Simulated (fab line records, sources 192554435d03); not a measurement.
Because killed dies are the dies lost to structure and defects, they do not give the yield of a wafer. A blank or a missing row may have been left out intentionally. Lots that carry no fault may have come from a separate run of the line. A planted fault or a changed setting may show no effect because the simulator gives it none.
Which of the tools did it? || flow n5Finfet || Sampling: 10 lots, 30 wafers, 4 of 1938 route steps

## WHAT THE GAUGES READ, wafer by wafer
No reading from a measuring or inspecting step in the record can be judged against a usual standard deviation.

## WHICH TOOL RAN EACH LOT (tool, then ch and the chambers of the sampled wafers, then the start)
{"lot": "L438", "N5_BEOL_M9_STRIP_67": "rieDiel-04 ch 1,2, day 9 22:01", "N5_BEOL_M9_VIA_ETCH_34": "rieDiel-04 ch 0,2, day 10 00:30", "N5_BEOL_M9_STRIP_36": "rieDiel-04 ch 0,2, day 10 00:34", "N5_BEOL_M9_STRIP_80": "rieDiel-04 ch 0,2, no start"}
{"lot": "L440", "N5_BEOL_M9_STRIP_67": "rieDiel-04 ch 0,1,3, day 10 22:22", "N5_BEOL_M9_VIA_ETCH_34": "rieDiel-04 ch 1,2,3, day 10 23:52", "N5_BEOL_M9_STRIP_36": "rieDiel-04 ch 1,2,3, day 10 23:56", "N5_BEOL_M9_STRIP_80": "rieDiel-04 ch 1,2,3, no start"}
{"lot": "L448", "N5_BEOL_M9_STRIP_67": "rieDiel-03 ch 0,2,3, day 12 07:58", "N5_BEOL_M9_VIA_ETCH_34": "rieDiel-04 ch 2,3, day 12 10:31", "N5_BEOL_M9_STRIP_36": "rieDiel-04 ch 2,3, day 12 10:35", "N5_BEOL_M9_STRIP_80": "rieDiel-04 ch 2,3, no start"}
{"lot": "L449", "N5_BEOL_M9_STRIP_67": "rieDiel-03 ch 1,3, day 13 00:39", "N5_BEOL_M9_VIA_ETCH_34": "rieDiel-04 ch 0,2,3, day 13 02:50", "N5_BEOL_M9_STRIP_36": "rieDiel-04 ch 0,2,3, day 13 02:53", "N5_BEOL_M9_STRIP_80": "rieDiel-04 ch 0,2,3, no start"}
{"lot": "L453", "N5_BEOL_M9_STRIP_67": "rieDiel-03 ch 1,2,3, day 13 17:29", "N5_BEOL_M9_VIA_ETCH_34": "rieDiel-02 ch 2,3, day 13 20:26", "N5_BEOL_M9_STRIP_36": "rieDiel-02 ch 2,3, day 13 20:30", "N5_BEOL_M9_STRIP_80": "rieDiel-02 ch 2,3, no start"}
{"lot": "L455", "N5_BEOL_M9_STRIP_67": "rieDiel-03 ch 0,1,2, day 14 03:39", "N5_BEOL_M9_VIA_ETCH_34": "rieDiel-02 ch 0,1,2, day 14 06:28", "N5_BEOL_M9_STRIP_36": "rieDiel-02 ch 0,1,2, day 14 06:32", "N5_BEOL_M9_STRIP_80": "rieDiel-02 ch 0,1,2, no start"}
{"lot": "L456", "N5_BEOL_M9_STRIP_67": "rieDiel-03 ch 0,1,3, day 14 13:16", "N5_BEOL_M9_VIA_ETCH_34": "rieDiel-03 ch 0,1,2, day 14 15:26", "N5_BEOL_M9_STRIP_36": "rieDiel-03 ch 0,1,2, day 14 15:30", "N5_BEOL_M9_STRIP_80": "rieDiel-03 ch 0,1,2, no start"}
{"lot": "L458", "N5_BEOL_M9_STRIP_67": "rieDiel-02 ch 1,3, day 15 00:29", "N5_BEOL_M9_VIA_ETCH_34": "rieDiel-02 ch 1,3, day 15 03:46", "N5_BEOL_M9_STRIP_36": "rieDiel-02 ch 1,3, day 15 03:50", "N5_BEOL_M9_STRIP_80": "rieDiel-02 ch 1,3, no start"}
{"lot": "L459", "N5_BEOL_M9_STRIP_67": "rieDiel-04 ch 0,1,3, day 15 21:57", "N5_BEOL_M9_VIA_ETCH_34": "rieDiel-04 ch 1,2,3, day 15 23:15", "N5_BEOL_M9_STRIP_36": "rieDiel-04 ch 1,2,3, day 15 23:19", "N5_BEOL_M9_STRIP_80": "rieDiel-04 ch 1,2,3, no start"}
{"lot": "L460", "N5_BEOL_M9_STRIP_67": "rieDiel-02 ch 0,2,3, day 16 00:43", "N5_BEOL_M9_VIA_ETCH_34": "rieDiel-03 ch 0,2,3, day 16 01:41", "N5_BEOL_M9_STRIP_36": "rieDiel-03 ch 0,2,3, day 16 01:46", "N5_BEOL_M9_STRIP_80": "rieDiel-03 ch 0,2,3, no start"}
- N5_BEOL_M9_STRIP_67: strips in CF4.
- N5_BEOL_M9_VIA_ETCH_34: etches SiCOH lowk in C4F6/O2, target depth 182.4 nm, time 68.4 s.
- N5_BEOL_M9_STRIP_36: strips in N2/H2.
- N5_BEOL_M9_STRIP_80: strips in N2/H2, time 10 s.

## AS READ BY THE TOOLS THEMSELVES (means over the sampled wafers that have a number; for cases with no such wafer, the mark the record gives instead)
N5_BEOL_M9_STRIP_67. Usual: drypumpMotorCurrentA 5.8 A, standard deviation 0.49; oesProductAu 0.78 a.u., standard deviation 0.076; powerW 300.0 W, standard deviation 0.87; rfVppV 271.5 V, standard deviation 1.4; showerheadPlenumPTorr 1.81 Torr, standard deviation 0.051; throttleValvePct 13.6 %, standard deviation 0.31.
{"lot": "L438", "tool": "rieDiel-04", "drypumpMotorCurrentA (A)": 6.1, "oesProductAu (a.u.)": 0.73, "powerW (W)": 299.8, "rfVppV (V)": 272.0, "showerheadPlenumPTorr (Torr)": 1.85, "throttleValvePct (%)": 13.6, "flag": ""}
{"lot": "L440", "tool": "rieDiel-04", "drypumpMotorCurrentA (A)": 5.9, "oesProductAu (a.u.)": 0.80, "powerW (W)": 299.5, "rfVppV (V)": 272.1, "showerheadPlenumPTorr (Torr)": 1.82, "throttleValvePct (%)": 13.5, "flag": ""}
{"lot": "L448", "tool": "rieDiel-03", "drypumpMotorCurrentA (A)": 5.5, "oesProductAu (a.u.)": 0.79, "powerW (W)": 299.6, "rfVppV (V)": 271.7, "showerheadPlenumPTorr (Torr)": 1.82, "throttleValvePct (%)": 13.6, "flag": ""}
{"lot": "L449", "tool": "rieDiel-03", "drypumpMotorCurrentA (A)": 5.9, "oesProductAu (a.u.)": 0.77, "powerW (W)": 298.8, "rfVppV (V)": 270.8, "showerheadPlenumPTorr (Torr)": 1.77, "throttleValvePct (%)": 13.6, "flag": ""}
{"lot": "L453", "tool": "rieDiel-03", "drypumpMotorCurrentA (A)": 5.5, "oesProductAu (a.u.)": 0.77, "powerW (W)": 299.6, "rfVppV (V)": 272.1, "showerheadPlenumPTorr (Torr)": 1.80, "throttleValvePct (%)": 13.7, "flag": ""}
{"lot": "L455", "tool": "rieDiel-03", "drypumpMotorCurrentA (A)": 5.6, "oesProductAu (a.u.)": 0.74, "powerW (W)": 300.4, "rfVppV (V)": 271.0, "showerheadPlenumPTorr (Torr)": 1.76, "throttleValvePct (%)": 13.8, "flag": ""}
{"lot": "L456", "tool": "rieDiel-03", "drypumpMotorCurrentA (A)": 5.8, "oesProductAu (a.u.)": 0.76, "powerW (W)": 300.3, "rfVppV (V)": 271.1, "showerheadPlenumPTorr (Torr)": 1.79, "throttleValvePct (%)": 13.6, "flag": ""}
{"lot": "L458", "tool": "rieDiel-02", "drypumpMotorCurrentA (A)": 5.8, "oesProductAu (a.u.)": 0.80, "powerW (W)": 300.2, "rfVppV (V)": 271.3, "showerheadPlenumPTorr (Torr)": 1.82, "throttleValvePct (%)": 13.4, "flag": ""}
{"lot": "L459", "tool": "rieDiel-04", "drypumpMotorCurrentA (A)": 5.9, "oesProductAu (a.u.)": 0.77, "powerW (W)": 299.0, "rfVppV (V)": 271.4, "showerheadPlenumPTorr (Torr)": 1.81, "throttleValvePct (%)": 13.5, "flag": ""}
{"lot": "L460", "tool": "rieDiel-02", "drypumpMotorCurrentA (A)": 6.1, "oesProductAu (a.u.)": 0.87, "powerW (W)": 300.5, "rfVppV (V)": 271.9, "showerheadPlenumPTorr (Torr)": 1.81, "throttleValvePct (%)": 13.4, "flag": ""}

N5_BEOL_M9_VIA_ETCH_34. Usual: drypumpMotorCurrentA 5.8 A (standard deviation 0.52); oes_ar_750_au 0.78 a.u. (standard deviation 0.081); oesProductAu 0.78 a.u. (standard deviation 0.082); rfFwdPowerW 342.0 W (standard deviation 1.3); rfVppV 666 V (standard deviation 13); showerheadPlenumPTorr 2.89 Torr (standard deviation 0.08); throttleValvePct 20.9 % (standard deviation 0.37).
{"lot": "L438", "tool": "rieDiel-04", "drypumpMotorCurrentA (A)": 5.6, "oes_ar_750_au (a.u.)": 0.71, "oesProductAu (a.u.)": 0.72, "rfFwdPowerW (W)": 343.4, "rfVppV (V)": 675, "showerheadPlenumPTorr (Torr)": 2.88, "throttleValvePct (%)": 21.4, "flag": ""}
{"lot": "L440", "tool": "rieDiel-04", "drypumpMotorCurrentA (A)": 5.9, "oes_ar_750_au (a.u.)": 0.80, "oesProductAu (a.u.)": 0.81, "rfFwdPowerW (W)": 341.5, "rfVppV (V)": 676, "showerheadPlenumPTorr (Torr)": 2.93, "throttleValvePct (%)": 20.7, "flag": ""}
{"lot": "L448", "tool": "rieDiel-04", "drypumpMotorCurrentA (A)": 5.7, "oes_ar_750_au (a.u.)": 0.74, "oesProductAu (a.u.)": 0.78, "rfFwdPowerW (W)": 313.3, "rfVppV (V)": 708, "showerheadPlenumPTorr (Torr)": 2.93, "throttleValvePct (%)": 20.9, "flag": "OFF"}
{"lot": "L449", "tool": "rieDiel-04", "drypumpMotorCurrentA (A)": 5.7, "oes_ar_750_au (a.u.)": 0.73, "oesProductAu (a.u.)": 0.76, "rfFwdPowerW (W)": 314.1, "rfVppV (V)": 705, "showerheadPlenumPTorr (Torr)": 2.89, "throttleValvePct (%)": 21.0, "flag": "OFF"}
{"lot": "L453", "tool": "rieDiel-02", "drypumpMotorCurrentA (A)": 6.6, "oes_ar_750_au (a.u.)": 0.85, "oesProductAu (a.u.)": 0.86, "rfFwdPowerW (W)": 341.4, "rfVppV (V)": 675, "showerheadPlenumPTorr (Torr)": 2.96, "throttleValvePct (%)": 20.7, "flag": ""}
{"lot": "L455", "tool": "rieDiel-02", "drypumpMotorCurrentA (A)": 5.7, "oes_ar_750_au (a.u.)": 0.76, "oesProductAu (a.u.)": 0.77, "rfFwdPowerW (W)": 341.4, "rfVppV (V)": 671, "showerheadPlenumPTorr (Torr)": 2.85, "throttleValvePct (%)": 20.8, "flag": ""}
{"lot": "L456", "tool": "rieDiel-03", "drypumpMotorCurrentA (A)": 5.6, "oes_ar_750_au (a.u.)": 0.73, "oesProductAu (a.u.)": 0.73, "rfFwdPowerW (W)": 342.6, "rfVppV (V)": 651, "showerheadPlenumPTorr (Torr)": 2.79, "throttleValvePct (%)": 21.1, "flag": ""}
{"lot": "L458", "tool": "rieDiel-02", "drypumpMotorCurrentA (A)": 6.2, "oes_ar_750_au (a.u.)": 0.82, "oesProductAu (a.u.)": 0.82, "rfFwdPowerW (W)": 340.8, "rfVppV (V)": 669, "showerheadPlenumPTorr (Torr)": 2.95, "throttleValvePct (%)": 20.8, "flag": ""}
{"lot": "L459", "tool": "rieDiel-04", "drypumpMotorCurrentA (A)": 5.9, "oes_ar_750_au (a.u.)": 0.77, "oesProductAu (a.u.)": 0.77, "rfFwdPowerW (W)": 343.4, "rfVppV (V)": 675, "showerheadPlenumPTorr (Torr)": 2.91, "throttleValvePct (%)": 20.7, "flag": ""}
{"lot": "L460", "tool": "rieDiel-03", "drypumpMotorCurrentA (A)": 5.5, "oes_ar_750_au (a.u.)": 0.76, "oesProductAu (a.u.)": 0.75, "rfFwdPowerW (W)": 341.9, "rfVppV (V)": 653, "showerheadPlenumPTorr (Torr)": 2.89, "throttleValvePct (%)": 21.0, "flag": ""}

N5_BEOL_M9_STRIP_36. Usual: drypumpMotorCurrentA 5.8 A, standard deviation 0.52; oesProductAu 0.78 a.u., standard deviation 0.081; powerW 449.9 W, standard deviation 1.4; rfVppV 59.4 V, standard deviation 1.3; showerheadPlenumPTorr 2.58 Torr, standard deviation 0.08; throttleValvePct 23.59 %, standard deviation 0.25.
{"lot": "L438", "tool": "rieDiel-04", "drypumpMotorCurrentA (A)": 5.6, "oesProductAu (a.u.)": 0.72, "powerW (W)": 449.3, "rfVppV (V)": 59.1, "showerheadPlenumPTorr (Torr)": 2.54, "throttleValvePct (%)": 23.75, "flag": ""}
{"lot": "L440", "tool": "rieDiel-04", "drypumpMotorCurrentA (A)": 5.9, "oesProductAu (a.u.)": 0.80, "powerW (W)": 449.4, "rfVppV (V)": 60.9, "showerheadPlenumPTorr (Torr)": 2.62, "throttleValvePct (%)": 23.40, "flag": ""}
{"lot": "L448", "tool": "rieDiel-04", "drypumpMotorCurrentA (A)": 5.8, "oesProductAu (a.u.)": 0.79, "powerW (W)": 449.1, "rfVppV (V)": 58.5, "showerheadPlenumPTorr (Torr)": 2.61, "throttleValvePct (%)": 23.56, "flag": ""}
{"lot": "L449", "tool": "rieDiel-04", "drypumpMotorCurrentA (A)": 5.7, "oesProductAu (a.u.)": 0.77, "powerW (W)": 450.1, "rfVppV (V)": 60.3, "showerheadPlenumPTorr (Torr)": 2.57, "throttleValvePct (%)": 23.59, "flag": ""}
{"lot": "L453", "tool": "rieDiel-02", "drypumpMotorCurrentA (A)": 6.6, "oesProductAu (a.u.)": 0.85, "powerW (W)": 448.5, "rfVppV (V)": 58.9, "showerheadPlenumPTorr (Torr)": 2.66, "throttleValvePct (%)": 23.57, "flag": ""}
{"lot": "L455", "tool": "rieDiel-02", "drypumpMotorCurrentA (A)": 5.7, "oesProductAu (a.u.)": 0.77, "powerW (W)": 450.4, "rfVppV (V)": 58.3, "showerheadPlenumPTorr (Torr)": 2.55, "throttleValvePct (%)": 23.68, "flag": ""}
{"lot": "L456", "tool": "rieDiel-03", "drypumpMotorCurrentA (A)": 5.6, "oesProductAu (a.u.)": 0.72, "powerW (W)": 449.7, "rfVppV (V)": 59.2, "showerheadPlenumPTorr (Torr)": 2.48, "throttleValvePct (%)": 23.68, "flag": ""}
{"lot": "L458", "tool": "rieDiel-02", "drypumpMotorCurrentA (A)": 6.2, "oesProductAu (a.u.)": 0.81, "powerW (W)": 449.5, "rfVppV (V)": 60.0, "showerheadPlenumPTorr (Torr)": 2.64, "throttleValvePct (%)": 23.48, "flag": ""}
{"lot": "L459", "tool": "rieDiel-04", "drypumpMotorCurrentA (A)": 5.9, "oesProductAu (a.u.)": 0.77, "powerW (W)": 450.2, "rfVppV (V)": 59.4, "showerheadPlenumPTorr (Torr)": 2.61, "throttleValvePct (%)": 23.42, "flag": ""}
{"lot": "L460", "tool": "rieDiel-03", "drypumpMotorCurrentA (A)": 5.5, "oesProductAu (a.u.)": 0.75, "powerW (W)": 449.8, "rfVppV (V)": 59.6, "showerheadPlenumPTorr (Torr)": 2.57, "throttleValvePct (%)": 23.63, "flag": ""}

N5_BEOL_M9_STRIP_80. Usual: drypumpMotorCurrentA 5.8 A, standard deviation 0.52; oesProductAu 0.78 a.u., standard deviation 0.08; rfVppV 59.4 V, standard deviation 0.8; showerheadPlenumPTorr 2.58 Torr, standard deviation 0.08; throttleValvePct 23.59 %, standard deviation 0.25.
{"lot": "L438", "tool": "rieDiel-04", "drypumpMotorCurrentA (A)": 5.7, "oesProductAu (a.u.)": 0.71, "rfVppV (V)": 59.5, "showerheadPlenumPTorr (Torr)": 2.54, "throttleValvePct (%)": 23.76, "flag": ""}
{"lot": "L440", "tool": "rieDiel-04", "drypumpMotorCurrentA (A)": 5.9, "oesProductAu (a.u.)": 0.81, "rfVppV (V)": 59.6, "showerheadPlenumPTorr (Torr)": 2.62, "throttleValvePct (%)": 23.38, "flag": ""}
{"lot": "L448", "tool": "rieDiel-04", "drypumpMotorCurrentA (A)": 5.7, "oesProductAu (a.u.)": 0.79, "rfVppV (V)": 59.5, "showerheadPlenumPTorr (Torr)": 2.61, "throttleValvePct (%)": 23.57, "flag": ""}
{"lot": "L449", "tool": "rieDiel-04", "drypumpMotorCurrentA (A)": 5.7, "oesProductAu (a.u.)": 0.78, "rfVppV (V)": 60.0, "showerheadPlenumPTorr (Torr)": 2.57, "throttleValvePct (%)": 23.59, "flag": ""}
{"lot": "L453", "tool": "rieDiel-02", "drypumpMotorCurrentA (A)": 6.6, "oesProductAu (a.u.)": 0.85, "rfVppV (V)": 59.0, "showerheadPlenumPTorr (Torr)": 2.66, "throttleValvePct (%)": 23.56, "flag": ""}
{"lot": "L455", "tool": "rieDiel-02", "drypumpMotorCurrentA (A)": 5.7, "oesProductAu (a.u.)": 0.77, "rfVppV (V)": 59.1, "showerheadPlenumPTorr (Torr)": 2.55, "throttleValvePct (%)": 23.70, "flag": ""}
{"lot": "L456", "tool": "rieDiel-03", "drypumpMotorCurrentA (A)": 5.7, "oesProductAu (a.u.)": 0.73, "rfVppV (V)": 58.8, "showerheadPlenumPTorr (Torr)": 2.48, "throttleValvePct (%)": 23.68, "flag": ""}
{"lot": "L458", "tool": "rieDiel-02", "drypumpMotorCurrentA (A)": 6.2, "oesProductAu (a.u.)": 0.82, "rfVppV (V)": 59.3, "showerheadPlenumPTorr (Torr)": 2.64, "throttleValvePct (%)": 23.48, "flag": ""}
{"lot": "L459", "tool": "rieDiel-04", "drypumpMotorCurrentA (A)": 5.9, "oesProductAu (a.u.)": 0.77, "rfVppV (V)": 60.2, "showerheadPlenumPTorr (Torr)": 2.61, "throttleValvePct (%)": 23.42, "flag": ""}
{"lot": "L460", "tool": "rieDiel-03", "drypumpMotorCurrentA (A)": 5.5, "oesProductAu (a.u.)": 0.76, "rfVppV (V)": 58.8, "showerheadPlenumPTorr (Torr)": 2.57, "throttleValvePct (%)": 23.63, "flag": ""}

## THE ANSWER, worked out from the rows above alone
Rule: a lot is off if the mean of its wafers that have a number lies more than 3 standard deviations from the usual mean. A lot without any number at a reading at which 4 lots or more have one is off too. Any other lot the step has rows for is counted as sound. After the gauges, taken in route order, come the tools' own readings; for these a lot's mean is taken, as printed above. The first step at which some lot is off is used, and at that step the reading that is off furthest; a lot without a number counts as furthest.
Off, at N5_BEOL_M9_VIA_ETCH_34 on rfFwdPowerW: L448, L449.
If a tool, at that step or one of the process steps before it, ran each lot that is off and ran no sound lot following the first of them, it fits. Of those tried, none fits.

## WHAT THE SIMULATOR HAD PUT IN
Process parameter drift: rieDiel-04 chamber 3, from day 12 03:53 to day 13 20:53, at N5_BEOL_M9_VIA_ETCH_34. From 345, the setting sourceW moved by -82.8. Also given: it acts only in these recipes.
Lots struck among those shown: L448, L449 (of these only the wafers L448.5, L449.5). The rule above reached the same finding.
